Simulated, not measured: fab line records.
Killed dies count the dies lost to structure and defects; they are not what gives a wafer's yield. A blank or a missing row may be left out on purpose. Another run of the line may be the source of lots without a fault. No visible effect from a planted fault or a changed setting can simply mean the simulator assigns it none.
Chamber matching ; flow n5Finfet ; N5_FIN_SAQP_DESCUM_21 on rieDiel-06: 4 sister chambers
The step chemistry O2, time 7.9 s. 18 wafers are shown with their chamber, then 9 later ones without.

## WAFERS WITH THEIR CHAMBER
wafer;chamber;drypumpMotorCurrentA (A);showerheadPlenumPTorr (Torr);oesProductAu (a.u.)
L075.1;2;5.4;2.07;0.72
L075.2;3;6.8;2.20;0.78
L075.4;0;5.5;2.20;0.80
L077.1;0;5.5;2.20;0.79
L077.5;3;6.8;2.20;0.79
L077.6;0;5.5;2.20;0.80
L078.1;2;5.4;2.07;0.72
L078.2;1;5.3;2.07;0.72
L078.3;0;5.5;2.20;0.80
L088.1;3;6.8;2.19;0.76
L088.3;2;5.4;2.06;0.70
L088.4;0;5.5;2.19;0.77
L093.1;1;5.4;2.06;0.70
L093.2;3;6.8;2.19;0.76
L093.4;0;5.5;2.19;0.77
L095.1;0;5.6;2.18;0.76
L095.2;1;5.3;2.06;0.70
L095.3;2;5.4;2.05;0.69

SIGNATURES, as means of the wafers listed above
reading;chamber 0;chamber 1;chamber 2;chamber 3;scatter within a chamber
drypumpMotorCurrentA;5.514;5.333;5.400;6.800;0.033
showerheadPlenumPTorr;2.1943;2.0633;2.0625;2.1950;0.00762
oesProductAu;0.7843;0.7067;0.7075;0.7725;0.0156
Rule: for a wafer and a chamber, the distance is found by dividing, reading by reading, the gap between the wafer's reading and the chamber's mean by the reading's scatter, squaring, summing and taking the root. The wafer belongs to the nearest chamber; if the next one is less than 2 further off, it can't be placed. How the scatter is found: for the shown wafers, subtract from each reading the mean of its chamber, square and add these, divide the total by (wafers less chambers), then take the root.

## WAFERS WITHOUT THEIR CHAMBER
wafer;drypumpMotorCurrentA (A);showerheadPlenumPTorr (Torr);oesProductAu (a.u.)
L095.4;6.8;2.19;0.76
L095.5;5.3;2.06;0.70
L095.6;5.5;2.18;0.76
L096.2;5.3;2.06;0.69
L096.4;5.3;2.06;0.69
L096.6;6.8;2.18;0.74
L097.3;6.8;2.18;0.75
L097.4;5.3;2.06;0.70
L097.5;5.5;2.18;0.76

## WHICH CHAMBER EACH WENT THROUGH
wafer;from the rows above;in truth
L095.4;3;3
L095.5;can't be placed: 1 or 2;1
L095.6;0;0
L096.2;can't be placed: 1 or 2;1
L096.4;can't be placed: 1 or 2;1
L096.6;3;3
L097.3;3;3
L097.4;can't be placed: 1 or 2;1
L097.5;0;0
Correctly placed: 5 of 9. Can't be placed from these rows: 4 (the true chamber is among the candidates in 4). Placed wrongly: 0.
